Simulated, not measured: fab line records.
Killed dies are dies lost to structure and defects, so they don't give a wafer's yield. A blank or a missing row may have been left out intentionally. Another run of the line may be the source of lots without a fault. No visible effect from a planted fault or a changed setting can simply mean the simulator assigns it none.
Matching of chambers	flow nandHarc	3 sister chambers for NHARC_P_M0_PRE_CLEAN_31 on pecvd-03
The step time 12 s. 6 wafers are shown with their chamber, then 8 later ones without.

== EACH WAFER AND ITS CHAMBER ==
wafer	chamber	heaterPowerW (W)	heaterPowerOuterW (W)
L080.5	1	537	297
L084.6	0	618	350
L086.1	2	541	321
L086.2	0	574	305
L086.4	1	610	349
L085.1	2	591	337

== WAFERS WHOSE CHAMBER IS MISSING ==
wafer	heaterPowerW (W)	heaterPowerOuterW (W)
L085.2	620	341
L085.5	626	348
L092.2	535	295
L092.3	650	356
L092.6	526	292
L096.1	638	374
L096.3	609	363
L096.4	631	379

== WHICH CHAMBER EACH ONE RAN IN ==
wafer	from the rows above	in truth
L085.2	can't be placed: 0 or 1 or 2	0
L085.5	can't be placed: 0 or 1 or 2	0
L092.2	can't be placed: 1 or 2 or 0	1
L092.3	can't be placed: 0 or 1 or 2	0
L092.6	can't be placed: 1 or 2 or 0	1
L096.1	can't be placed: 0 or 2 or 1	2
L096.3	can't be placed: 0 or 2 or 1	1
L096.4	can't be placed: 0 or 2 or 1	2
Placed correctly: 0 of 8. Unplaceable from these rows: 8, with the true chamber sitting among the candidates in 8. 0 placed wrongly.
How it was worked out, from the rows above alone: a wafer's distance from a chamber is the root of the sum, over the readings, of the square of ((its reading less the chamber's mean) divided by the reading's scatter). The wafer belongs to the nearest chamber; if the next one is less than 2 further off, it can't be placed. Each chamber's mean is taken over the wafers shown for it. How the scatter is found: for the shown wafers, subtract from each reading the mean of its chamber, square and add these, divide the total by (wafers less chambers), then take the root.
